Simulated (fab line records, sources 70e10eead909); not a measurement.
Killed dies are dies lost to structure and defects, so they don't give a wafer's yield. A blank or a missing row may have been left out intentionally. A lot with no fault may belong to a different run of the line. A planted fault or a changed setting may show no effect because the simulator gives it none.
Which tool did it? | flow nand harc | 12 lots with 36 wafers sampled at 5 steps, on a route of 1302 steps

WHAT EACH GAUGE READ, for each wafer
NHARC_A_ONON_D1_INSPECT_32.
lot  | measured     | on                | raw defect count
L075 | day 8 15:45  | defect inspect-02 | 77 64 99
L077 | day 9 10:26  | defect inspect-02 | 78 62 92
L080 | day 10 17:25 | defect inspect-01 | 48 29 34
L081 | day 11 03:11 | defect inspect-02 | 91 55 109
L083 | day 12 04:40 | defect inspect-01 | 122 102 88
L085 | day 13 06:55 | defect inspect-02 | 32 62 57
L087 | day 13 17:25 | defect inspect-02 | 58 72 77
L088 | day 14 12:41 | defect inspect-01 | 54 83 47
L091 | day 15 09:56 | defect inspect-01 | 123 126 106
L093 | day 15 23:26 | defect inspect-02 | 74 87 84
L095 | day 17 04:07 | defect inspect-01 | 118 106 68
L097 | day 17 21:51 | defect inspect-01 | 38 84 72

WHICH TOOL RAN EACH LOT (tool, then ch and the chambers of the sampled wafers, then the start)
lot  | NHARC_P_M2_ETCH_28                            | NHARC_P_M2_DEGAS_29          | NHARC_P_BONDPAD_DEP_00                     | NHARC_P_BONDPAD_PRE_CLEAN_26
L075 | rie diel-11 ch 1,2,3, day 6 21:45 or earlier  | pvd sputter-01, day 6 21:45  | pecvd-03 ch 0,1,2, day 6 23:55             | pvd sputter-03, day 8 15:45 or earlier
L077 | rie diel-09 ch 1,2, day 7 16:07 or earlier    | pvd sputter-03, day 7 16:07  | pecvd-02 ch 0,1,2, day 7 18:15             | pvd sputter-02, day 9 10:26 or earlier
L080 | rie diel-11 ch 0,1,3, day 8 19:59 or earlier  | pvd sputter-02, day 8 19:59  | pecvd-02 ch 0,1,2, day 10 17:25 or earlier | pvd sputter-01, day 10 17:25 or earlier
L081 | rie diel-11 ch 0,1, day 9 07:35 or earlier    | pvd sputter-02, day 9 07:35  | pecvd-01 ch 0,1, day 9 09:43               | pvd sputter-01, day 11 03:11 or earlier
L083 | rie diel-09 ch 0,1,3, day 10 08:13 or earlier | pvd sputter-02, day 10 08:13 | pecvd-02 ch 0,2, day 10 10:25              | pvd sputter-03, day 12 04:40 or earlier
L085 | rie diel-05 ch 1,2,3, day 11 12:50 or earlier | pvd sputter-02, day 11 12:50 | pecvd-03 ch 1,2, day 11 14:56              | pvd sputter-01, day 13 06:55 or earlier
L087 | rie diel-09 ch 2,3, day 11 19:13 or earlier   | pvd sputter-01, day 11 19:13 | pecvd-02 ch 0,1,2, day 11 21:22            | pvd sputter-02, day 13 17:25 or earlier
L088 | rie diel-05 ch 2,3, day 12 14:35              | pvd sputter-02, day 12 15:01 | pecvd-01 ch 0,1, day 12 17:13              | pvd sputter-01, day 14 12:41 or earlier
L091 | rie diel-05 ch 0,2,3, day 13 12:27 or earlier | pvd sputter-02, day 13 12:27 | pecvd-02 ch 0,1,2, day 13 14:55            | pvd sputter-03, day 15 09:56 or earlier
L093 | rie diel-09 ch 0,2, day 14 04:50 or earlier   | pvd sputter-01, day 14 04:50 | pecvd-02 ch 0,1,2, day 14 06:58            | pvd sputter-02, day 15 23:26 or earlier
L095 | rie diel-11 ch 2,3, day 14 23:08 or earlier   | pvd sputter-02, day 14 23:08 | pecvd-01 ch 1,2, day 17 04:07 or earlier   | pvd sputter-02, day 17 04:07 or earlier
L097 | rie diel-11 ch 0,1,3, day 15 21:59 or earlier | pvd sputter-02, day 15 21:59 | pecvd-03 ch 1,2, day 16 00:16              | pvd sputter-02, day 17 21:51 or earlier
- NHARC_P_M2_ETCH_28: etches the open film in CF4/N2, target depth 30 nm, time 72.99 s.
- NHARC_P_M2_DEGAS_29: time 60 s.
- NHARC_P_BONDPAD_DEP_00: deposits SiCN, target thk 250 nm.
- NHARC_P_BONDPAD_PRE_CLEAN_26: time 30 s.

THE ANSWER, worked out from the rows above alone
Rule: usual is defined by the lots themselves. The widest of any qualifying gaps counts: lots, ordered by their means at a reading, are off when they make up no more than a third of the lots, leave a main group of 4 or more, and stand apart from it by 3 or more times the standard deviation of that group's means. A main group whose means are all the same, to the digits that the tables above print for the reading, isn't used. Also off: a lot with no number at a reading for which 4 or more lots have one. Where the step has rows for the other lots, those lots are counted as sound.
None of the lots is off at any reading shown; this tells nothing.

WHAT THE SIMULATOR HAD PUT IN
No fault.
